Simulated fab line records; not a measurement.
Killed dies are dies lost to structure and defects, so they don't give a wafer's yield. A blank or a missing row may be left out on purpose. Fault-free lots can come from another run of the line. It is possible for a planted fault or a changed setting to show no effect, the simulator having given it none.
fab line records | flow nand-harc | part 1 of 2: steps 1 to 4 of 6
[record] lots = 23 wafers = 69 last-day = 33
route steps=1302 shown A_ZERO_WELL@405 A_CHANNEL_FILL_D1@500 A_DECK1_JOINT@518 A_CHANNEL_HOLE_D2@585 A_CHANNEL_FILL_D2@620 A_STAIRCASE@651
lots untouched by any fault: they come from a run of this same line in which no faults occurred
start-h: hours from the record's opening day to when the first of the lot's shown wafers began | wait-h: hours from the lot's prior step to this one | " repeats the value in the row above | L1.1+2: a row that stands for several wafers | - either no value or no given start | * or withheld: withheld | < > ~ a bound
route shown NAME@n: a module of which the file shows steps, and the number in the route of the first | usual: mean/standard deviation of fault-free wafers | same: alike in all rows | chamber/n: place in a boat | sites: readings site by site | _std_site: the values' standard deviation | _edge_site: inner sites' mean taken away from outer sites' mean | radius-mm: how far each site lies from the wafer's centre | mask NAME#n: copy n | behind: the tool/chamber that last shaped the wafer | hold: cause of the lot's hold/its duration in hours/its outcome | device: transistor that didn't switch, given as n, p or np | end of line: at the end of the route, the tests of the same wafers | where a step has no rows: the recipe by itself | killed: dies that structure and defects cost at the first sort, which is not the same as the wafer's yield | map: per-die view of a wafer (x killed, . not killed, _ where there is no die)
set.NAME: the setting as run; set.NAME@STEP: as run at that earlier step | model.NAME: the simulator's own value behind a step, which no gauge read
a sample of lots followed through the steps of the route, with each step as a table and each wafer as a row
services: from which hour (start-h, from the record's first day; less than 0 if before it) a tool's chamber was out of use, for how many hours, and why
[[steps]]
[step NHARC_A_ZERO_WELL_ETCH_13]
[recipe] target-depth-a = 1200 time-s = 40.1 hbr-flow-sccm = 150 cl2-flow-sccm = 50 rf-w = 400 icp-w = 400 bias-w = 100 chemistry = HBr/Cl2
[usual] drypump-motor-current-A = 5.7/0.46 oes-product-au = 1.000/0.012 throttle-valve-pct = 26.407/0.01
// columns lot.wafer tool chamber start-h wait-h drypump-motor-current-A oes-product-au rf-hours-counter-h throttle-valve-pct
L074.3 rie-si-04 1 141.44 - 6.0 1.001 1.0 26.405
L074.4 " 2 " " 5.7 0.999 0.9 26.397
L074.2 " 0 " " 6.8 1.003 0.9 26.414
L075.2 rie-si-04 3 148.23 - 5.5 1.006 0.9 26.422
L075.3 " 0 " " 6.8 1.003 0.9 26.402
L075.5 " 1 " " 6.0 0.989 - 26.406
L076.1 rie-si-01 3 156.06 - 5.5 0.989 1.0 26.419
L076.5 " 0 " " 5.6 1.017 - 26.400
L076.6 " 1 " " 5.8 1.004 - 26.418
L078.2 rie-si-04 2 180.62 - 5.7 1.009 0.0 26.394
L078.4 " 0 " " 6.8 1.000 0.1 26.406
L078.5 " 2 " " 5.7 1.010 - 26.395
L077.1 rie-si-01 1 181.07 - 5.9 1.001 0.9 26.417
L077.6 " 3 " " 5.5 0.973 - 26.400
L077.5 " 0 " " 5.6 0.998 - 26.412
L079.4 rie-si-06 2 196.24 - 5.1 1.002 0.6 26.399
L079.2 " 0 " " 5.8 1.003 0.7 26.405
L079.5 " 2 " " 5.1 0.994 - 26.414
L080.3 rie-si-04 3 196.42 - 5.5 0.990 0.2 26.402
L080.4 " 0 " " 6.8 1.009 0.2 26.417
L080.6 " 2 " " 5.7 1.006 - 26.399
L081.4 rie-si-04 0 218.15 - 6.8 1.003 0.3 26.404
L081.6 " 0 " " 6.8 1.008 - 26.422
L081.5 " 1 " " 6.0 1.007 - 26.399
L082.4 rie-si-04 0 223.26 - 6.8 1.003 0.4 26.419
L082.1 " 2 " " 5.7 1.014 0.3 26.408
L082.5 " 0 " " 6.8 1.009 - 26.394
L083.1 rie-si-06 1 237.66 - 5.3 1.017 1.0 26.407
L083.2 " 0 " " 5.8 0.996 0.9 26.411
L083.6 " 1 " " 5.4 1.006 - 26.400
L084.4 rie-si-01 3 238.85 - 5.5 0.989 0.2 26.406
L084.3 " 0 " " 5.6 0.982 0.2 26.418
L084.2 " 1 " " 5.8 0.986 0.3 26.418
L086.2 rie-si-01 0 254.35 - 5.5 0.990 0.3 26.414
L086.1 " 1 " " 5.9 1.007 0.3 26.398
L086.5 " 3 " " 5.5 0.974 - 26.410
L085.1 rie-si-04 3 254.65 - 5.5 0.991 0.5 26.405
L085.4 " 1 " " 6.0 0.998 - 26.411
L085.5 " 3 " " 5.5 0.987 - 26.397
L087.1 rie-si-01 1 263.58 - 5.9 0.987 0.5 26.404
L087.3 " 2 " " 4.9 1.022 0.5 26.409
L087.2 " 0 " " 5.6 0.989 0.4 26.407
L088.4 rie-si-06 0 288.31 - 5.8 1.003 0.2 26.406
L088.1 " 1 " " 5.3 1.003 0.1 26.408
L088.3 " 3 " " 5.4 0.990 0.2 26.408
L089.3 rie-si-04 2 293.38 - 5.6 1.020 0.8 26.410
L089.1 " 0 " " 6.8 1.005 0.8 26.395
L089.2 " 1 " " 6.0 1.013 0.9 26.423
L090.1 rie-si-06 0 295.92 - 5.8 1.008 0.2 26.409
L090.3 " 1 " " 5.3 1.014 0.2 26.394
L090.4 " 2 " " 5.1 1.005 0.2 26.395
L091.3 rie-si-04 1 315.73 - 6.0 1.006 1.0 26.406
L091.1 " 3 " " 5.5 0.979 1.0 26.434
L091.5 " 1 " " 6.0 1.001 - 26.398
L092.1 rie-si-06 1 319.57 - 5.3 0.993 0.3 26.400
L092.2 " 2 " " 5.1 1.004 0.3 26.410
L092.4 " 0 " " 5.8 0.985 0.4 26.416
L093.1 rie-si-04 2 326.11 - 5.7 1.004 1.1 26.411
L093.3 " 0 " " 6.8 0.999 1.0 26.416
L093.5 " 2 " " 5.7 1.011 - 26.407
L094.4 rie-si-06 1 346.86 - 5.4 0.997 0.5 26.402
L094.1 " 2 " " 5.1 1.000 0.5 26.400
L094.5 " 1 " " 5.3 0.990 - 26.399
L095.1 rie-si-01 3 347.49 - 5.5 0.974 1.0 26.435
L095.4 " 0 " " 5.6 0.994 0.9 26.409
L095.3 " 1 " " 5.9 0.996 1.0 26.380
L096.2 rie-si-04 1 359.49 - 6.0 0.993 0.0 26.403
L096.3 " 2 " " 5.7 1.001 0.0 26.410
L096.1 " 3 " " 5.5 0.978 0.0 26.383
[step NHARC_A_CHANNEL_FILL_D1_ETCHBACK_20]
[recipe] target-depth-a = 270 time-s = 13.5 c4f8-flow-sccm = withheld o2-flow-sccm = 8 ar-flow-sccm = withheld rf-w = 600 bias-w = 1500 chemistry = C4F8/O2/Ar
[usual] oes-product-au = 0.97/0.037 rf-vpp-V = 978/5.8
// columns lot.wafer tool chamber start-h wait-h oes-product-au rf-hours-counter-h rf-vpp-V
L075.3 rie-diel-10 2 216.09 - 0.91 7.5 975
L075.2 " 0 " " 0.92 7.1 980
L075.5 " 2 " " 0.93 - 975
L074.4 rie-diel-08 1 222.63 - 1.01 1.2 976
L074.3 " 2 " " 1.00 1.2 979
L074.2 " 0 " " 0.99 0.7 982
L076.1 rie-diel-10 0 234.73 - 0.93 8.2 980
L076.5 " 0 " " 0.92 - 979
L076.6 " 1 " " 0.91 - 969
L078.4 rie-diel-01 3 255.00 - 1.00 2.2 975
L078.2 " 0 " " 1.00 2.1 983
L078.5 " 2 " " 1.00 - 969
L077.1 rie-diel-08 3 255.00 - 0.96 2.3 971
L077.6 " 1 " " 1.01 - 976
L077.5 " 2 " " 0.99 - 980
L080.3 rie-diel-10 0 265.02 - 1.01 0.4 981
L080.4 " 1 " " 0.99 0.4 971
L080.6 " 3 " " 1.01 - 983
L079.2 rie-diel-01 2 265.02 - 1.00 2.9 970
L079.4 " 3 " " 1.01 3.0 975
L079.5 " 0 " " 0.99 - 984
L081.4 rie-diel-01 1 288.80 - 0.97 - 988
L081.6 " 3 " " 0.96 - 974
L081.5 " 0 " " 0.95 - 986
L082.1 rie-diel-01 1 299.35 - 0.99 4.3 988
L082.4 " 2 " " 0.93 - 969
L082.5 " 3 " " 0.97 - 975
L083.1 rie-diel-08 0 310.43 - 0.91 4.7 982
L083.2 " 3 " " 0.91 5.5 970
L083.6 " 0 " " 0.91 - 981
L084.4 rie-diel-10 2 320.36 - 1.00 2.6 976
L084.3 " 3 " " 1.00 2.2 985
L084.2 " 0 " " 1.02 2.1 981
L085.1 rie-diel-10 3 327.06 - 0.98 2.3 983
L085.4 " 0 " " 0.99 2.2 980
L085.5 " 3 " " 0.97 - 983
L086.1 rie-diel-08 1 327.11 - 0.93 5.4 976
L086.2 " 2 " " 0.93 6.4 980
L086.5 " 0 " " 0.92 - 985
L087.1 rie-diel-01 3 336.36 - 0.93 5.8 975
L087.3 " 0 " " 0.93 5.5 984
L087.2 " 1 " " 0.94 6.0 988
L088.4 rie-diel-01 1 364.53 - 0.92 8.8 986
L088.1 " 2 " " 0.92 8.2 971
L088.3 " 3 " " 0.92 7.7 975
L089.1 rie-diel-10 2 371.99 - 0.98 5.9 975
L089.2 " 3 " " 1.01 5.4 982
L089.3 " 0 " " 1.01 4.9 980
L090.1 rie-diel-01 1 371.99 - 0.93 9.2 986
L090.4 " 2 " " 0.93 8.6 969
L090.3 " 3 " " 0.93 8.0 977
L092.2 rie-diel-10 1 388.16 - 0.92 6.4 969
L092.1 " 2 " " 0.93 7.4 976
L092.4 " 0 " " 0.93 - 980
L091.3 rie-diel-08 0 388.19 - 0.98 1.9 983
L091.1 " 2 " " 1.00 1.5 980
L091.5 " 3 " " 0.99 - 969
L093.1 rie-diel-01 3 394.70 - 1.00 0.1 974
L093.3 " 0 " " 1.00 0.1 984
L093.5 " 3 " " 1.01 - 974
L094.1 rie-diel-01 2 427.84 - 1.01 2.4 970
L094.4 " 1 " " 0.99 1.9 986
L094.5 " 2 " " 1.01 - 969
L095.3 rie-diel-08 2 427.85 - 0.92 2.1 981
L095.1 " 3 " " 0.93 4.4 970
L095.4 " 1 " " 0.92 - 975
L096.3 rie-diel-10 1 437.09 - 1.01 0.7 970
L096.1 " 2 " " 0.99 0.7 977
L096.2 " 3 " " 0.99 1.1 981
[step NHARC_A_DECK1_JOINT_ETCHBACK_07]
[recipe] target-depth-a = 1050 time-s = 26.9 hbr-flow-sccm = 150 rf-w = 350 icp-w = 350 bias-w = 60 chemistry = HBr
[usual] drypump-motor-current-A = 5.7/0.47 oes-product-au = 0.999/0.015 throttle-valve-pct = 23.266/0.0093
// columns lot.wafer tool chamber start-h wait-h drypump-motor-current-A oes-product-au rf-hours-counter-h throttle-valve-pct
L075.3 rie-si-04 0 239.84 0.1 6.8 1.008 0.4 23.272
L075.2 " 1 " " 6.0 0.998 0.5 23.264
L075.5 " 2 " " 5.7 0.997 - 23.263
L074.4 rie-si-06 3 246.35 0.1 5.4 1.004 0.9 23.259
L074.2 " 0 " " 5.8 0.999 1.0 23.249
L074.3 " 1 " " 5.3 1.017 1.1 23.266
L076.1 rie-si-04 2 258.62 0.1 5.7 1.010 0.7 23.275
L076.5 " 3 " " 5.5 0.979 - 23.262
L076.6 " 1 " " 6.0 0.991 - 23.274
L078.2 rie-si-04 0 278.69 0.1 6.8 0.996 0.6 23.260
L078.4 " 3 " " 5.5 0.993 0.7 23.259
L078.5 " 0 " " 6.8 1.008 - 23.268
L077.1 rie-si-01 1 278.75 0.1 5.8 1.000 0.5 23.252
L077.5 " 2 " " 4.9 1.034 - 23.264
L077.6 " 3 " " 5.5 0.970 - 23.280
L079.4 rie-si-01 0 288.81 0.1 5.6 0.994 0.5 23.261
L079.2 " 2 " " 4.9 1.020 0.6 23.258
L079.5 " 0 " " 5.6 0.987 - 23.273
L080.3 rie-si-04 0 288.83 0.1 6.8 1.012 0.8 23.267
L080.4 " 1 " " 6.0 1.011 0.9 23.273
L080.6 " 3 " " 5.5 0.982 - 23.253
L081.4 rie-si-04 0 313.90 0.1 6.8 1.006 0.9 23.266
L081.5 " 2 " " 5.7 1.024 - 23.264
L081.6 " 3 " " 5.5 0.992 - 23.257
L082.4 rie-si-06 2 324.35 0.1 5.1 1.002 0.3 23.265
L082.1 " 3 " " 5.4 0.990 0.3 23.285
L082.5 " 3 " " 5.5 0.991 - 23.275
L083.1 rie-si-01 1 334.23 0.1 5.9 0.998 0.9 23.264
L083.2 " 2 " " 4.9 1.025 0.9 23.282
L083.6 " 1 " " 5.8 0.988 - 23.273
L084.3 rie-si-01 1 345.37 0.1 5.8 0.992 1.0 23.265
L084.4 " 2 " " 4.9 1.028 1.0 23.261
L084.2 " 0 " " 5.6 1.005 0.9 23.251
L086.2 rie-si-06 3 350.81 0.1 5.4 0.989 0.5 23.268
L086.1 " 0 " " 5.7 1.003 0.6 23.283
L086.5 " 1 " " 5.4 1.002 - 23.275
L085.1 rie-si-04 2 354.41 0.1 5.7 1.005 0 23.263
L085.4 " 0 " " 6.8 1.005 0 23.276
L085.5 " 3 " " 5.5 0.984 - 23.274
L087.2 rie-si-01 3 363.17 0.1 5.5 0.981 1.2 23.261
L087.1 " 0 " " 5.6 1.001 1.1 23.269
L087.3 " 1 " " 5.9 0.999 1.2 23.262
L088.3 rie-si-04 3 388.04 0.1 5.5 0.978 0.2 23.270
L088.4 " 0 " " 6.8 1.011 0.2 23.259
L088.1 " 1 " " 6.0 0.998 0.2 23.261
L089.3 rie-si-04 3 396.54 0.1 5.5 0.967 0.3 23.280
L089.2 " 1 " " 6.0 0.988 0.2 23.248
L089.1 " 2 " " 5.6 0.998 0.2 23.269
L090.3 rie-si-01 0 396.56 0.1 5.6 0.985 0.1 23.248
L090.1 " 1 " " 5.8 1.003 0.1 23.283
L090.4 " 1 " " 5.8 0.990 - 23.281
L092.4 rie-si-04 0 411.90 0.1 6.8 1.013 0.3 23.244
L092.1 " 1 " " 6.0 1.011 0.3 23.257
L092.2 " 2 " " 5.7 1.009 0.4 23.260
L091.1 rie-si-06 3 415.47 0.1 5.4 0.979 0.9 23.264
L091.3 " 0 " " 5.8 1.004 0.9 23.268
L091.5 " 2 " " 5.1 1.004 - 23.273
L093.3 rie-si-04 2 419.41 0.1 5.7 0.993 0.4 23.263
L093.1 " 0 " " 6.8 1.020 0.4 23.254
L093.5 " 2 " " 5.7 0.997 - 23.270
L095.1 rie-si-04 1 451.62 0.1 6.0 1.010 0.7 23.277
L095.4 " 2 " " 5.7 0.988 0.6 23.254
L095.3 " 3 " " 5.5 0.970 0.7 23.267
L094.4 rie-si-01 3 451.63 0.1 5.5 0.998 0.2 23.265
L094.1 " 0 " " 5.6 0.987 0.5 23.272
L094.5 " 2 " " 4.9 1.026 - 23.270
L096.1 rie-si-04 0 460.72 0.1 6.8 1.004 0.7 23.253
L096.3 " 2 " " 5.7 0.990 0.7 23.262
L096.2 " 3 " " 5.5 0.987 0.8 23.272
[step NHARC_A_CHANNEL_HOLE_D2_DESCUM_15]
[recipe] time-s = 3 o2-flow-sccm = 200 ar-flow-sccm = 0 bias-power-w = 0 chemistry = O2
[usual] drypump-motor-current-A = 5.5/0.38 o2-flow-sccm = 200.1/0.56 oes-product-au = 1.001/0.014 rf-vpp-V = 58.0/0.81 showerhead-plenum-p-Torr = 1.93/0.069 throttle-valve-pct = 11.311/0.0093
// columns lot.wafer tool chamber start-h wait-h drypump-motor-current-A o2-flow-sccm oes-product-au rf-hours-counter-h rf-vpp-V showerhead-plenum-p-Torr throttle-valve-pct
L075.3 rie-diel-06 1 294.93 0.1 5.8 199.1 1.000 12 57.2 2.06 11.319
L075.2 " 3 " " 6.2 199.2 0.966 12 58.0 1.87 11.296
L075.5 " 1 " " 5.8 200.4 1.005 - 58.1 2.06 11.298
L074.4 rie-diel-11 0 300.91 0.1 5.7 200.9 0.994 1 57.1 2.01 11.311
L074.3 " 1 " " 5.0 199.9 1.009 1 59.6 1.87 11.313
L074.2 " 2 " " 5.4 199.9 1.016 1 58.4 2.01 11.325
L076.1 rie-diel-11 1 308.48 0.1 5.0 199.1 1.001 2 57.7 1.87 11.304
L076.6 " 2 " " 5.5 200.2 1.016 - 59.4 2.00 11.307
L076.5 " 3 " " 5.5 200.7 1.012 - 57.4 1.95 11.296
L078.2 rie-diel-04 0 333.97 0.1 6.0 200.8 1.027 8 57.7 1.87 11.310
L078.4 " 3 " " 4.9 200.1 1.014 8 57.8 1.90 11.315
L078.5 " 0 " " 6.0 200.1 1.015 - 56.9 1.87 11.315
L077.1 rie-diel-11 3 334.19 0.1 5.5 199.7 1.013 3 60.6 1.95 11.303
L077.6 " 1 " " 5.0 199.2 1.011 - 59.2 1.87 11.302
L077.5 " 2 " " 5.5 200.7 1.009 - 56.9 2.00 11.312
L079.2 rie-diel-11 0 337.22 0.1 5.7 200.9 1.000 4 58.6 2.01 11.314
L079.4 " 1 " " 5.0 200.0 1.006 4 58.1 1.87 11.316
L079.5 " 0 " " 5.7 200.9 0.996 - 57.8 2.01 11.326
L080.4 rie-diel-04 1 338.05 0.1 5.8 200.9 1.026 9 56.7 1.88 11.307
L080.3 " 2 " " 5.0 200.6 0.996 8 59.2 1.97 11.301
L080.6 " 0 " " 6.0 198.6 1.022 - 57.2 1.87 11.306
L081.4 rie-diel-06 0 361.69 0.1 5.4 200.3 1.015 2 57.2 1.93 11.328
L081.5 " 0 " " 5.4 200.2 1.021 - 57.6 1.93 11.304
L081.6 " 1 " " 5.8 200.3 0.989 - 59.5 2.06 11.315
L082.1 rie-diel-11 2 374.72 0.1 5.5 200.6 1.005 7 58.3 2.00 11.315
L082.4 " 3 " " 5.4 199.3 1.009 7 58.4 1.95 11.305
L082.5 " 2 " " 5.5 200.0 1.005 - 59.1 2.00 11.306
L083.2 rie-diel-04 3 393.45 0.1 4.9 199.7 0.982 1 57.3 1.90 11.285
L083.1 " 0 " " 6.0 199.2 0.997 1 58.2 1.87 11.313
L083.6 " 2 " " 5.0 200.5 0.997 - 57.7 1.97 11.309
L084.3 rie-diel-11 2 398.70 0.1 5.4 200.3 0.993 9 58.9 2.00 11.318
L084.4 " 0 " " 5.7 200.5 0.980 9 58.0 2.01 11.320
L084.2 " 1 " " 5.0 199.4 1.010 10 58.5 1.87 11.322
L086.2 rie-diel-11 1 402.65 0.1 5.0 199.7 1.012 10 58.0 1.87 11.309
L086.1 " 2 " " 5.5 200.2 1.000 10 57.4 2.00 11.314
L086.5 " 3 " " 5.5 200.3 1.015 - 57.0 1.95 11.303
L085.1 rie-diel-04 3 410.09 0.1 4.9 199.9 0.983 1 56.9 1.90 11.312
L085.5 " 1 " " 5.8 200.5 1.016 - 58.3 1.88 11.313
L085.4 " 3 " " 4.9 199.2 0.984 - 57.9 1.90 11.315
L087.1 rie-diel-06 2 418.07 0.1 5.7 200.4 0.985 3 57.6 1.80 11.313
L087.2 " 3 " " 6.2 200.0 0.990 3 58.3 1.87 11.294
L087.3 " 1 " " 5.8 200.8 0.990 4 58.6 2.06 11.303
L088.3 rie-diel-11 2 442.20 0.1 5.4 200.8 0.999 0 57.6 2.00 11.307
L088.1 " 0 " " 5.7 199.5 0.987 0 58.5 2.01 11.296
L088.4 " 1 " " 5.0 200.7 1.024 0 57.8 1.87 11.304
L090.3 rie-diel-11 3 448.61 0.1 5.5 200.5 1.000 1 56.8 1.95 11.307
L090.4 " 1 " " 5.0 199.8 1.016 1 58.1 1.87 11.326
L090.1 " 2 " " 5.4 200.2 0.985 1 57.7 2.00 11.321
L089.3 rie-diel-04 2 448.66 0.1 5.0 200.0 0.990 3 58.0 1.97 11.314
L089.2 " 3 " " 4.9 199.4 0.992 4 56.8 1.90 11.309
L089.1 " 0 " " 6.0 199.0 1.004 3 57.0 1.87 11.297
L092.2 rie-diel-11 0 464.54 0.1 5.7 200.2 0.980 2 58.1 2.01 11.290
L092.1 " 1 " " 5.0 200.0 1.010 1 57.7 1.87 11.302
L092.4 " 2 " " 5.4 200.5 0.990 2 58.2 2.00 11.309
L091.1 rie-diel-04 0 468.24 0.1 6.0 199.7 0.986 4 57.7 1.86 11.316
L091.3 " 1 " " 5.8 199.6 1.015 6 58.6 1.88 11.326
L091.5 " 0 " " 6.0 200.2 0.983 - 58.3 1.86 11.321
L093.1 rie-diel-06 1 472.52 0.1 5.8 200.2 0.979 7 58.1 2.06 11.301
L093.3 " 0 " " 5.4 199.7 1.034 6 57.3 1.92 11.314
L093.5 " 2 " " 5.7 200.5 0.997 - 56.9 1.80 11.317
L095.3 rie-diel-06 1 499.63 0.1 5.8 200.6 0.977 0 57.7 2.06 11.319
L095.1 " 3 " " 6.2 200.3 0.995 0 57.7 1.87 11.316
L095.4 " 3 " " 6.2 200.2 0.996 - 56.4 1.87 11.303
L094.1 rie-diel-04 2 499.88 0.1 5.0 200.5 1.008 6 58.1 1.97 11.317
L094.4 " 2 " " 5.0 201.1 1.008 - 58.0 1.97 11.312
L094.5 " 3 " " 4.9 200.3 1.000 - 57.7 1.90 11.303
L096.2 rie-diel-04 1 515.15 0.1 5.8 199.7 1.013 9 57.3 1.88 11.309
L096.1 " 2 " " 5.0 199.9 0.994 7 57.8 1.97 11.313
L096.3 " 0 " " 6.0 200.6 0.996 6 58.2 1.86 11.316
